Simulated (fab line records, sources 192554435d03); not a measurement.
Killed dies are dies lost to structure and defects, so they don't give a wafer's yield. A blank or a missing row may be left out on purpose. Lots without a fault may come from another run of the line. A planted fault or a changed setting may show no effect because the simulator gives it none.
A struck lot beside a sound one | flow n5_finfet | 16 steps out of a route of 1938
Sound: wafers L656.2, L656.4, L656.5. Struck: wafer L663.5. (L663.3, L663.6 of the same lot were not struck and are left out.) The cause comes at the end.
At each step with rows: each side's tool, then ch and its chambers, then its first start. Under that, the readings that differ: sound wafers | struck wafers | difference of the means | sigmas: that difference in standard deviations of wafers without a fault.
alike: readings whose means differ by less than 2 such deviations, and words and numbers that are the same on both sides. not compared: withheld readings, readings that some wafer has no value for, bounds like >300 that may hide the same value, and numbers for which the record gives no deviation and whose values overlap.
The two part at a step that has a row with sigmas, a row that says differs or no value, or rows on one side only. Numbers that don't overlap but have no deviation are shown without sigmas and don't part them. A reading that every wafer of one side lacks parts them only if that side has two wafers or more.

first, 6 steps without rows for these wafers: N5_BEOL_M2_COAT_22 (resist thk 30 nm); N5_BEOL_M2_EBR_24; N5_BEOL_M2_SOFTBAKE_23 (time 60 s); N5_BEOL_M2_EXPOSE_25 (exposes mask V1, defocus 5 nm); N5_BEOL_M2_PEB_26 (peb time 60 s); N5_BEOL_M2_DEVELOP_27 (develop time 30 s).
N5_BEOL_M2_CD_MEAS_28: target cd 26.2 nm, target cd y 24.1 nm.
  sound on cd_sem-03 ch 0, day 8 12:11; struck on cd_sem-03 ch 0, day 10 09:11
  alike: cd_nm
N5_BEOL_M2_OVL_MEAS_29:
  sound on overlay-02 ch 0, day 8 12:13; struck on overlay-01 ch 0, day 10 09:14
  alike: V1_OVL
N5_BEOL_M2_INSPECT_30: inspects for defects (brightfield).
  sound on defect_inspect-02, day 8 12:16; struck on defect_inspect-02, day 10 09:16
  alike: raw_defect_count
N5_BEOL_M2_DESCUM_33: chemistry O2, time 7 s.
  sound on rie_diel-05 ch 0,3, day 8 12:19; struck on rie_diel-04 ch 1, day 10 09:40
  reading            | sound             | struck | difference | sigmas
  rf_fwd_power_W (W) | 49.24 49.41 49.40 | 48.91  | -0.44      | -2
  alike: drypump_motor_current_A, oes_product_au, rf_vpp_V, showerhead_plenum_p_Torr, throttle_valve_pct
  not compared: rf_hours_counter_h
N5_BEOL_M2_ETCH_77: etches underlayer in N2/H2, target depth 6.5 nm, time 5.2 s.
  sound on rie_diel-05 ch 0,3, day 8 12:20; struck on rie_diel-04 ch 1, day 10 09:42
  reading                | sound             | struck | difference | sigmas
  throttle_valve_pct (%) | 17.54 17.83 17.52 | 18.20  | +0.57      | +2
  alike: drypump_motor_current_A, etch_rf_on_time_s, n2_flow_sccm, oes_product_au, rf_fwd_power_W, rf_vpp_V, showerhead_plenum_p_Torr
  not compared: rf_hours_counter_h
N5_BEOL_M2_ETCH_69: etches SiARC in CF4, target depth 15.6 nm, time 26 s.
  sound on rie_diel-05 ch 0,3, day 8 12:22; struck on rie_diel-04 ch 1, day 10 09:43
  alike: drypump_motor_current_A, etch_rf_on_time_s, oes_product_au, rf_fwd_power_W, rf_vpp_V, showerhead_plenum_p_Torr, throttle_valve_pct
  not compared: rf_hours_counter_h
N5_BEOL_M2_ALD_98: deposits SiO2, target thk 2.5 nm, pulse time 1 s, co reactant pulse time 1 s.
  sound on ald_sin-03 ch 0,2, day 8 12:58; struck on ald_sin-02 ch 1, day 10 09:48
  reading                                  | sound       | struck | difference | sigmas
  ald_cycles                               | 17 17 17    | 22     | +5         |
  model.SiO2_of_BEOL_M2_ALD_98.thk_nm (nm) | 2.4 2.4 2.4 | 3.2    | +0.8       |
  alike: heater_power_w, precursor_pulse_height_rel
N5_BEOL_M2_ETCHBACK_99: etches SiO2 in CHF3, target depth 5 nm, time 10.4 s.
  sound on rie_diel-05 ch 0,3, day 8 13:28; struck on rie_diel-04 ch 3, day 10 10:35
  alike: drypump_motor_current_A, oes_product_au, rf_fwd_power_W, rf_vpp_V, showerhead_plenum_p_Torr, throttle_valve_pct
  not compared: rf_hours_counter_h
N5_BEOL_M4_RC_MEAS_101:
  sound on prober-02 ch 0, day 9 14:28; struck on prober-02 ch 0, day 11 09:20
  alike: DIBL_N, DIBL_P, IOFF_N, IOFF_P, ION_N, ION_P, SS_N, SS_P, VT_N, VT_P
N5_PASSIVATION_PROBE_49:
  the record has rows for the sound wafers here (prober-01, day 13 19:02) and none for the struck ones

WHERE THEY PART
First at N5_BEOL_M2_DESCUM_33; last, within this record, at N5_PASSIVATION_PROBE_49.

WHY: what the simulator had put in
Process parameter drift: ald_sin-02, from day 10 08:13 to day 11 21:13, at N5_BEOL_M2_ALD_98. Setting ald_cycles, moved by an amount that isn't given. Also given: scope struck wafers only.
